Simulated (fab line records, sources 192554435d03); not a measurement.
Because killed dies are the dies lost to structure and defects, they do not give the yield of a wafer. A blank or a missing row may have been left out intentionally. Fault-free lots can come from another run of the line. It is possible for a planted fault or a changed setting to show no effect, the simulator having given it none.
Matching of chambers ; flow n5Finfet ; N5_BEOL_M11_PECVD_70 on pecvd-03 has 3 sister chambers
The step deposits SiO2 from TEOS/O2, target thk 20 nm, time 22.7 s. 20 wafers are shown with their chamber, then 10 later ones without.

== WAFERS, EACH WITH ITS CHAMBER ==
wafer;chamber;throttleValvePct (%);showerheadPlenumPTorr (Torr);heaterPowerW (W)
L076.3;1;21.8;8.79;926
L076.4;0;23.4;8.69;742
L076.6;1;21.9;8.77;934
L079.1;2;20.7;8.77;708
L079.3;0;23.6;8.71;786
L079.5;1;21.8;8.78;955
L081.2;1;21.7;8.81;1005
L081.3;2;21.2;8.78;841
L081.4;1;22.0;8.80;1017
L082.3;2;20.8;8.79;788
L082.4;0;23.6;8.71;789
L082.6;1;21.8;8.79;952
L083.1;2;21.0;8.75;794
L083.4;0;23.6;8.72;724
L083.5;1;22.2;8.82;1018
L086.2;1;21.7;8.77;844
L086.3;0;23.4;8.71;776
L086.6;2;20.9;8.77;773
L087.1;1;22.2;8.79;960
L087.2;2;21.2;8.79;780

SIGNATURES, as means of the wafers listed above
reading;chamber 0;chamber 1;chamber 2;scatter within a chamber
throttleValvePct;23.520;21.900;20.967;0.182
showerheadPlenumPTorr;8.7080;8.7911;8.7750;0.0152
heaterPowerW;763.40;956.78;780.67;46.3
Rule: a wafer lies at a distance from a chamber equal to the root of the sum of squares, over the readings, of (its reading less the chamber's mean, divided by the reading's scatter). If the next closest chamber is less than 2 further off than the closest, the wafer can't be placed; otherwise it belongs to the closest. The scatter is the square root of a quotient: the sum, over the shown wafers, of each reading's squared deviation from its chamber's mean, divided by wafers minus chambers.

== WAFERS WITH NO CHAMBER GIVEN ==
wafer;throttleValvePct (%);showerheadPlenumPTorr (Torr);heaterPowerW (W)
L087.5;21.0;8.78;793
L089.1;23.4;8.74;647
L089.2;21.2;8.79;877
L089.6;23.3;8.71;663
L090.1;20.9;8.77;756
L090.4;22.1;8.78;906
L090.5;20.9;8.77;719
L091.1;23.6;8.71;758
L091.4;21.0;8.76;728
L091.5;21.9;8.81;1006

== WHICH CHAMBER EACH ONE RAN IN ==
wafer;from the rows above;in truth
L087.5;2;2
L089.1;0;0
L089.2;can't be placed: 2 or 1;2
L089.6;0;0
L090.1;2;2
L090.4;1;1
L090.5;2;2
L091.1;0;0
L091.4;2;2
L091.5;1;1
Correctly placed: 9 of 10. Not placeable from these rows: 1 (in 1, the candidates include the true chamber). Placed wrongly: 0.
